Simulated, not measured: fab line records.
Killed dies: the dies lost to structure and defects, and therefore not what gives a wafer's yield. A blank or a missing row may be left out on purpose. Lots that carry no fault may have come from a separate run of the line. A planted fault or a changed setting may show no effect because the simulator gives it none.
3 desks, one fault -- flow n5-finfet -- every desk sees just its own numbers, and what lay behind them comes last

== METROLOGY DESK ==
What the gauges read, lot by lot, whatever tool the lot ran on: means of the sampled wafers that have a number. Any lot whose mean is over 4 standard deviations away from the usual mean is out of limits and marked OUT; that distance is given in the brackets.
Columns: A = M6_ILD_THK at N5_BEOL_M6_THK_MEAS_01, usual 154.8 nm; B = cd-nm at N5_BEOL_M6_CD_MEAS_11, usual 38.5 nm
lot,first seen here,A,B
L804,day 8 14:10,154.6,39.1
L805,day 8 19:11,153.4,39.0
L808,day 9 14:30,154.4,38.4
L809,day 9 23:25,153.2,37.9
L810,day 11 11:38,153.7,37.6
L815,day 12 05:35,154.8,39.0
L814,day 12 16:45,154.9,38.3
L821,day 13 19:00,153.1,38.3
L824,day 13 22:05,156.2,39.1
L823,day 14 12:01,156.9,37.1
L826,day 14 15:11,156.3,39.2
L822,day 14 19:38,154.7,38.7
Result from this desk: across the 12 lots, nothing is out of limits.

== TOOL OWNER'S DESK, litho-track-01 ==
The tool's own readings at N5_BEOL_M6_COAT_63 (time 60 s, resist thk 60 nm): means of the sampled wafers that have a number, for each lot that ran on this tool. Any lot whose mean is over 4 standard deviations away from the usual mean is out of limits and marked OUT; that distance is given in the brackets.
Columns: A = spin-speed-rpm at N5_BEOL_M6_COAT_63, usual 1499.9 rpm
lot,first seen here,A
L804,day 8 16:49,1500.5
L809,day 10 02:49,1500.2
L815,day 12 08:59,1413.3 (-99 or more) OUT
L814,day 12 19:07,1413.1 (-99 or more) OUT
This desk's finding: out of limits on L814, L815; first on L815, day 12 08:59 (spin-speed-rpm at N5_BEOL_M6_COAT_63). Within limits: L804, L809.

== THE DEFECT DESK ==
What the inspections along the route counted, lot by lot: means of the sampled wafers that have a number. Any lot whose mean is over 4 standard deviations away from the usual mean is out of limits and marked OUT; that distance is given in the brackets.
Columns: A = raw-defect-count at N5_BEOL_M6_INSPECT_13, usual 389
lot,first seen here,A
L804,day 8 16:04,291
L805,day 8 21:01,329
L808,day 9 16:29,376
L809,day 9 23:58,416
L810,day 11 13:47,309
L815,day 12 07:03,342
L814,day 12 18:35,337
L821,day 13 20:34,352
L824,day 14 01:22,421
L823,day 14 14:27,493
L826,day 14 18:28,551
L822,day 14 21:58,471
Result from this desk: across the 12 lots, nothing is out of limits.

== ALL TOGETHER ==
On L814, L815, at day 12 08:59, an alarm was possible from the tool owner's desk.
Metrology desk: nothing out of limits seen.
The defect desk saw nothing out of limits.
The metrology desk holds a record of L814, L815, inside its limits.
The defect desk has L814, L815 on record, within its limits.
N5_BEOL_M6_COAT_63 was run on litho-track-01 by each of the lots named.

== WHAT THE SIMULATOR HAD INSERTED ==
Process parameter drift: litho-track-01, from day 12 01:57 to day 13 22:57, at N5_BEOL_M6_COAT_63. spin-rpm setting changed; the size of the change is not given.
Struck lots among those shown: L814, L815.
Delay in hours, fault start to first out-of-limits reading, by desk: the tool owner's desk at 7.
